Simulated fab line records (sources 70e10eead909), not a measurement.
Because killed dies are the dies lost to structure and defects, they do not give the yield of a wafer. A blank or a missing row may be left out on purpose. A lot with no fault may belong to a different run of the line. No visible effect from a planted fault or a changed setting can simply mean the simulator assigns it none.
Struck lot and sound lot, side by side    flow nand_harc    13 out of 1159 route steps
Sound: these wafers, L235.3, L235.5, L235.6. Struck: wafers L244.3, L244.4, L244.5. The cause comes at the end.
Per side, at each step with rows, come the tool, then ch with its chambers, and then its first start. Under that, the readings that differ: sound wafers    struck wafers    difference of the means    sigmas: that difference in standard deviations of wafers without a fault.
alike: readings with means less than 2 such deviations apart, plus words and numbers identical on both sides. not compared: withheld readings, readings lacking a value on some wafer, bounds such as >300 that could conceal the same value, and numbers that have no deviation in the record and whose values overlap.
Wherever a step has rows on one side only, a row that says differs or no value, or a row with sigmas, the two part there. When numbers do not overlap yet have no deviation, they are printed without sigmas and do not part them. A reading that every wafer of one side lacks parts them only if that side has two wafers or more.

NHARC_P_CONTACT_DEP_00: deposits SiO2, target thk 500 nm.
  sound: pecvd-04 ch 0,1,2; struck: pecvd-04 ch 0,1,2
  alike: chamber_pressure_Torr, heater_power_outer_w, heater_power_w, rf_fwd_power_W, throttle_valve_pct
NHARC_P_CONTACT_CMP_01: polishes SiO2, target thk 200 nm.
  sound on cmp-01 ch 0,1, day 7 20:53; struck on cmp-03 ch 0,2, day 9 21:00
  alike: motor_current_A, retaining_ring_pressure_frac
then, 9 steps without rows for these wafers: NHARC_P_CONTACT_SRD_03; NHARC_P_CONTACT_DEHYDRATE_04 (time 120 s); NHARC_P_CONTACT_HMDS_05 (time 30 s); NHARC_P_CONTACT_COAT_33 (time 75 s); NHARC_P_CONTACT_COAT_34 (time 65 s); NHARC_P_CONTACT_COAT_06 (resist thk 90 nm); NHARC_P_CONTACT_SOFTBAKE_07 (time 55 s); NHARC_P_CONTACT_EBR_08; NHARC_P_CONTACT_EXPOSE_09 (exposes mask P CA, target cd 90 nm).
NHARC_P_CONTACT_PEB_10: peb time 65 s.
  sound on litho_track-06 ch 0, day 7 21:31; struck on litho_track-06, day 9 21:38
  no value came back on the struck wafers for chill_plate_temp_C (C), exhaust_pa (Pa), heater_power_total_W (W); on the sound wafers chill_plate_temp_C (C) reads 22.96 22.88 22.96
then, 1 step without rows for these wafers: NHARC_P_CONTACT_DEVELOP_11 (develop time 35 s).

== WHERE THEY PART ==
Only at NHARC_P_CONTACT_PEB_10, within this record.

WHY: what the simulator had put in
At NHARC_P_CONTACT_PEB_10, the step was skipped entirely on litho_track-06 from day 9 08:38 on. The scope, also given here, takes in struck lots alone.
